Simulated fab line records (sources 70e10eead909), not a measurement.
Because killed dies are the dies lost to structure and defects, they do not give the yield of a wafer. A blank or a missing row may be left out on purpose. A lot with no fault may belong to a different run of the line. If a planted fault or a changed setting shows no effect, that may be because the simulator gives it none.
What tool caused it? | flow nand_harc | 42 wafers from 14 lots sampled at 4 of the route's 1159 steps

## WHAT THE GAUGES SHOWED, per wafer
NHARC_P_CONTACT_OVL_MEAS_13.
lot  | measured     | on         | overlay_x_nm (nm) | overlay_y_nm (nm)
L226 | day 5 16:43  | overlay-01 | 0.9 0.5 0.6       | -0.9 -0.6 -0.4
L229 | day 6 03:16  | overlay-01 | 1.4 1.6 1.8       | 1.4 0.4 0.8
L231 | day 6 15:37  | overlay-02 | -0.4 -0.8 -0.7    | -1.3 -0.9 -1.3
L232 | day 7 07:40  | overlay-01 | 0.6 0.1 0.0       | -0.2 -0.7 -0.3
L233 | day 7 08:47  | overlay-01 | 1.2 1.3 1.1       | 0.2 0.3 0.7
L234 | day 7 15:28  | overlay-02 | 0.9 0.5 0.8       | 0.0 0.4 0.5
L236 | day 8 06:10  | overlay-01 | 0.5 0.6 0.3       | 1.2 1.3 1.2
L238 | day 8 18:41  | overlay-02 | -0.8 -0.8 -0.1    | 1.1 0.5 0.9
L237 | day 8 19:37  | overlay-02 | 0.5 0.2 0.4       | -0.5 -0.3 -0.6
L242 | day 9 09:32  | overlay-01 | - - -             | - - -
L244 | day 9 21:49  | overlay-01 | - - -             | - - -
L243 | day 9 22:21  | overlay-01 | -0.3 -0.3 -0.8    | -1.6 -0.7 -1.0
L246 | day 10 13:05 | overlay-01 | 0.3 0.0 0.6       | 0.4 0.3 0.3
L249 | day 11 02:00 | overlay-01 | 0.4 0.8 0.8       | -0.2 0.0 0.0

## TOOL THAT RAN EACH LOT (tool first, then ch and the chambers of the sampled wafers, then the start)
lot  | NHARC_P_GATE_DESCUM_93             | NHARC_P_GATE_RTA_80              | NHARC_P_CONTACT_PEB_10
L226 | rie_diel-08 ch 0,1,3, day 5 11:55  | rtp_anneal-02 ch 0, day 5 14:21  | litho_track-01 ch 0, day 5 16:32
L229 | rie_diel-08 ch 0,1, day 5 22:25    | rtp_anneal-01 ch 0, day 6 00:43  | litho_track-04 ch 0, day 6 03:06
L231 | rie_diel-05 ch 2,3, day 6 10:56    | rtp_anneal-02 ch 0, day 6 13:16  | litho_track-06 ch 0, day 6 15:27
L232 | rie_diel-05 ch 1,2, day 7 02:30    | rtp_anneal-02 ch 0, day 7 05:10  | litho_track-04 ch 0, day 7 07:29
L233 | rie_diel-05 ch 1,2,3, day 7 04:06  | rtp_anneal-02 ch 0, day 7 06:25  | litho_track-01 ch 0, day 7 08:37
L234 | rie_diel-11 ch 0,1,2, day 7 10:23  | rtp_anneal-01 ch 0, day 7 12:41  | litho_track-06 ch 0, day 7 15:18
L236 | rie_diel-11 ch 1,2, day 8 01:24    | rtp_anneal-02 ch 0, day 8 03:58  | litho_track-04 ch 0, day 8 06:00
L238 | rie_diel-08 ch 0,2, day 8 14:06    | rtp_anneal-01 ch 0, day 8 16:23  | litho_track-01 ch 0, day 8 18:31
L237 | rie_diel-05 ch 1,2,3, day 8 14:44  | rtp_anneal-01 ch 0, day 8 17:16  | litho_track-06 ch 0, day 8 19:27
L242 | rie_diel-08 ch 1,2,3, day 9 04:03  | rtp_anneal-01 ch 0, day 9 07:13  | litho_track-06, day 9 09:22
L244 | rie_diel-05 ch 1,2,3, day 9 16:57  | rtp_anneal-01 ch 0, day 9 19:33  | litho_track-06, day 9 21:38
L243 | rie_diel-05 ch 1,3, day 9 17:25    | rtp_anneal-02 ch 0, day 9 20:08  | litho_track-01 ch 0, day 9 22:11
L246 | rie_diel-08 ch 0,2,3, day 10 08:26 | rtp_anneal-01 ch 0, day 10 10:46 | litho_track-01 ch 0, day 10 12:55
L249 | rie_diel-05 ch 1,2,3, day 10 21:21 | rtp_anneal-02 ch 0, day 10 23:37 | litho_track-01 ch 0, day 11 01:49
- NHARC_P_GATE_DESCUM_93: chemistry O2, time 3 s.
- NHARC_P_GATE_RTA_80: time 30 s.
- NHARC_P_CONTACT_PEB_10: peb time 65 s.

## AS READ BY THE TOOLS THEMSELVES (means over the sampled wafers that have a number; for cases with no such wafer, the mark the record gives instead)
NHARC_P_GATE_DESCUM_93.
lot  | tool        | drypump_motor_current_A (A) | oes_product_au (a.u.) | rf_vpp_V (V) | showerhead_plenum_p_Torr (Torr) | throttle_valve_pct (%)
L226 | rie_diel-08 | 5.8                         | 0.999                 | 58.0         | 1.90                            | 11.304
L229 | rie_diel-08 | 5.8                         | 0.996                 | 58.1         | 1.88                            | 11.312
L231 | rie_diel-05 | 6.1                         | 1.003                 | 58.3         | 2.00                            | 11.310
L232 | rie_diel-05 | 5.9                         | 1.003                 | 58.3         | 2.00                            | 11.311
L233 | rie_diel-05 | 5.8                         | 1.004                 | 58.0         | 2.02                            | 11.327
L234 | rie_diel-11 | 6.0                         | 0.999                 | 57.1         | 1.96                            | 11.304
L236 | rie_diel-11 | 6.0                         | 1.002                 | 57.8         | 1.97                            | 11.308
L238 | rie_diel-08 | 5.6                         | 0.999                 | 57.4         | 2.05                            | 11.300
L237 | rie_diel-05 | 5.8                         | 0.999                 | 58.6         | 2.01                            | 11.305
L242 | rie_diel-08 | 5.5                         | 0.998                 | 57.9         | 1.91                            | 11.329
L244 | rie_diel-05 | 5.8                         | 1.000                 | 57.5         | 2.01                            | 11.321
L243 | rie_diel-05 | 5.5                         | 0.997                 | 57.6         | 2.03                            | 11.310
L246 | rie_diel-08 | 5.7                         | 0.998                 | 57.6         | 1.97                            | 11.304
L249 | rie_diel-05 | 5.8                         | 1.000                 | 58.8         | 2.01                            | 11.309

NHARC_P_GATE_RTA_80.
lot  | tool          | anneal_temp_c_max | lamp_zone_7_pct (%) | wafer_temp_C_max
L226 | rtp_anneal-02 | 301.8             | 2.02                | 301.2
L229 | rtp_anneal-01 | 301.3             | 2.45                | 300.9
L231 | rtp_anneal-02 | 301.7             | 2.02                | 301.3
L232 | rtp_anneal-02 | 301.4             | 2.03                | 301.4
L233 | rtp_anneal-02 | 301.2             | 2.02                | 301.5
L234 | rtp_anneal-01 | 301.0             | 2.47                | 301.5
L236 | rtp_anneal-02 | 301.1             | 2.02                | 301.0
L238 | rtp_anneal-01 | 301.4             | 2.45                | 301.2
L237 | rtp_anneal-01 | 301.3             | 2.45                | 301.4
L242 | rtp_anneal-01 | 301.1             | 2.45                | 301.5
L244 | rtp_anneal-01 | 301.4             | 2.45                | 301.0
L243 | rtp_anneal-02 | 301.7             | 2.02                | 301.3
L246 | rtp_anneal-01 | 301.3             | 2.45                | 301.5
L249 | rtp_anneal-02 | 301.6             | 2.02                | 301.1

NHARC_P_CONTACT_PEB_10.
lot  | tool           | chill_plate_temp_C (C) | exhaust_pa (Pa) | heater_power_total_W (W)
L226 | litho_track-01 | 23.11                  | 45.8            | 156.7
L229 | litho_track-04 | 22.98                  | 46.3            | 156.5
L231 | litho_track-06 | 22.91                  | 45.8            | 156.9
L232 | litho_track-04 | 23.07                  | 44.6            | 156.2
L233 | litho_track-01 | 23.06                  | 45.3            | 156.4
L234 | litho_track-06 | 23.00                  | 45.0            | 156.8
L236 | litho_track-04 | 23.01                  | 45.5            | 156.1
L238 | litho_track-01 | 22.89                  | 45.8            | 156.4
L237 | litho_track-06 | 23.13                  | 44.9            | 156.6
L242 | litho_track-06 | -                      | -               | -
L244 | litho_track-06 | -                      | -               | -
L243 | litho_track-01 | 22.94                  | 44.3            | 156.8
L246 | litho_track-01 | 23.11                  | 45.4            | 156.5
L249 | litho_track-01 | 23.12                  | 44.5            | 156.6

## THE ANSWER, worked out from the rows above alone
Rule: the usual values come from the lots themselves. The widest of any qualifying gaps counts: lots, ordered by their means at a reading, are off when they make up no more than a third of the lots, leave a main group of 4 or more, and stand apart from it by 3 or more times the standard deviation of that group's means. A main group is skipped when, at the precision printed for the reading in the tables above, its means are all equal. A lot without any number at a reading at which 4 lots or more have one is off too. The other lots that the step has rows for count as sound. The gauges are gone through in route order, then the tools' own readings, and for those a lot's mean is taken as printed above. The first step at which some lot is off is used, and at that step the reading that is off furthest; a lot without a number counts as furthest.
Off: L242, L244 (NHARC_P_CONTACT_OVL_MEAS_13, overlay_x_nm). Without a number there: L242, L244. The main group has a mean of 0.4 nm with a standard deviation of 0.65.
A tool fits if, at a process step before that reading, it ran every lot that is off, and no sound lot after the first of them. The gauges at NHARC_P_CONTACT_OVL_MEAS_13 aren't tried: what is off there is off at NHARC_P_CONTACT_PEB_10 too, on other tools, and a gauge's error can't cause that. One candidate fits, namely litho_track-06 at NHARC_P_CONTACT_PEB_10. A fault onset in the window from L237 (day 8 19:27, its last sound lot) to L242 (day 9 09:22, its first lot off) fits.
Blank at NHARC_P_CONTACT_PEB_10 on the lots that are off, where sound lots have numbers: chill_plate_temp_C, exhaust_pa, heater_power_total_W.

## WHAT THE SIMULATOR HAD INSERTED
Whole step skipped at NHARC_P_CONTACT_PEB_10 on litho_track-06, starting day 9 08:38. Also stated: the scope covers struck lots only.
Struck lots among those shown: L242, L244. The rule above found the same.
